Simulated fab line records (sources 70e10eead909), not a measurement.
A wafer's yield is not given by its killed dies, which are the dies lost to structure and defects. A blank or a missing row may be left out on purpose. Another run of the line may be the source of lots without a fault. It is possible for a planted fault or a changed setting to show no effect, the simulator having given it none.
Struck lot and sound lot, side by side ; flow nand_harc ; 17 steps out of a route of 1302
Sound: these wafers, L898.1, L898.2, L898.4. Wafers L908.2, L908.4, L908.6 were the ones struck. The cause comes at the end.
For every step that has rows: the tool of each side, followed by ch and its chambers, followed by its first start. Under that, the readings that differ: sound wafers ; struck wafers ; difference of the means ; sigmas: that difference in standard deviations of wafers without a fault.
alike: same words and numbers on both sides, and readings whose means sit less than 2 such deviations apart. not compared: any withheld reading, any reading some wafer has no value for, any bound like >300 that may hide the same value, and any number with overlapping values for which the record gives no deviation.
A row with sigmas, a row that says differs or no value, or rows on one side alone: a step with any of these is where the two part. When numbers do not overlap yet have no deviation, they are printed without sigmas and do not part them. A reading that every wafer of one side lacks parts them only if that side has two wafers or more.

first, 2 steps without rows for these wafers: NHARC_A_CHANNEL_HOLE_D1_STRIP_42 (strips in CF4/CHF3); NHARC_A_CHANNEL_HOLE_D1_STRIP_43 (strips in O2/COS).
NHARC_A_CHANNEL_HOLE_D1_ETCH_44: etches the open film in CF4/O2, target depth 140 nm, overetch 14 nm, time 77 s.
  sound on rie_diel-02 ch 1,2,3, day 9 01:16; struck on rie_diel-02 ch 1,3, day 13 12:07
  alike: drypump_motor_current_A, o2_flow_sccm, oes_product_au, rf_vpp_V, showerhead_plenum_p_Torr, throttle_valve_pct
  not compared: rf_hours_counter_h
NHARC_A_CHANNEL_HOLE_D1_STRIP_27: strips in O2.
  sound on rie_diel-02 ch 1,2,3; struck on rie_diel-02 ch 1,3
  alike: drypump_motor_current_A, o2_flow_sccm, oes_product_au, rf_vpp_V, showerhead_plenum_p_Torr, throttle_valve_pct
  not compared: rf_hours_counter_h
then, 2 steps without rows for these wafers: NHARC_A_CHANNEL_HOLE_D1_PRECLEAN_28 (cleans in SC1); NHARC_A_CHANNEL_HOLE_D1_SRD_29.
NHARC_A_CHANNEL_HOLE_D1_CD_MEAS_30:
  sound on cd_sem-03 at day 9 02:04; struck on cd_sem-01 at day 13 12:56
  alike: cd_nm
NHARC_A_CHANNEL_HOLE_D1_XSEM_31:
  sound on xsem-02 ch 0, day 9 02:10; struck on xsem-01 ch 0, day 13 13:01
reading;sound;struck;difference;sigmas
bow_nm (nm);9.00 9.00 9.00;8.38 8.39 8.34;-0.63;-3
  alike: bot_cd_nm, tilt_deg
NHARC_A_CHANNEL_HOLE_D1_INSPECT_40:
  sound on defect_inspect-02 at day 9 02:16; struck on defect_inspect-01 at day 13 13:07
  alike: raw_defect_count
then, 2 steps without rows for these wafers: NHARC_A_CHANNEL_FILL_D1_PRECLEAN_00 (cleans in SC1); NHARC_A_CHANNEL_FILL_D1_SRD_01.
NHARC_A_CHANNEL_FILL_D1_ALD_02: deposits SiO2, target thk 6 nm, pulse time 10 s, ald cycles 60.
  sound on ald_hk-01 ch 1,2,3, day 9 04:09; struck on ald_hk-03 ch 0,1,3, day 13 13:19
  alike: heater_power_outer_w, heater_power_w, precursor_pulse_height_rel, susceptor_temp_C
NHARC_A_CHANNEL_FILL_D1_ALD_03: deposits SiNx, target thk 6 nm, pulse time 60 s, ald cycles 58.
  sound on ald_sin_batch-01 ch 0, day 9 07:35; struck on ald_sin_batch-01 ch 0, day 13 16:45
  alike: precursor_pulse_height_rel, susceptor_temp_C
NHARC_A_CHANNEL_FILL_D1_ALD_14: deposits SiO2, target thk 2.5 nm, pulse time 10 s, ald cycles 25.
  sound on ald_hk-01 ch 0,1,3, day 9 11:13; struck on ald_hk-02 ch 0,3, day 13 20:19
  alike: heater_power_outer_w, heater_power_w, precursor_pulse_height_rel, susceptor_temp_C
NHARC_A_CHANNEL_FILL_D1_ALD_15: deposits SiNx, target thk 2 nm, pulse time 60 s, ald cycles 19.
  sound on ald_sin_batch-02 ch 0, day 9 14:17; struck on ald_sin_batch-01 ch 0, day 13 23:25
reading;sound;struck;difference;sigmas
susceptor_temp_C (C);630.07 630.32 630.20;603.72 603.52 603.74;-26.54;-99 or more
  alike: precursor_pulse_height_rel
then, 1 step without rows for these wafers: NHARC_A_CHANNEL_FILL_D1_ALD_16 (deposits SiO2, target thk 1.5 nm, pulse time 10 s, ald cycles 15).
-- jump in the record: it breaks off in module A_CHANNEL_FILL_D1 and resumes in module END (first step shown: number 1302 of the route), and 15 days separate the struck wafers' starts before and after --
NHARC_END_SORT_01:
  the record has rows for the struck wafers here (prober-02 ch 0, day 28 20:19) and none for the sound ones

WHERE THEY PART
Earliest at NHARC_A_CHANNEL_HOLE_D1_XSEM_31; latest, in this record, at NHARC_END_SORT_01.

WHY: what the simulator had put in
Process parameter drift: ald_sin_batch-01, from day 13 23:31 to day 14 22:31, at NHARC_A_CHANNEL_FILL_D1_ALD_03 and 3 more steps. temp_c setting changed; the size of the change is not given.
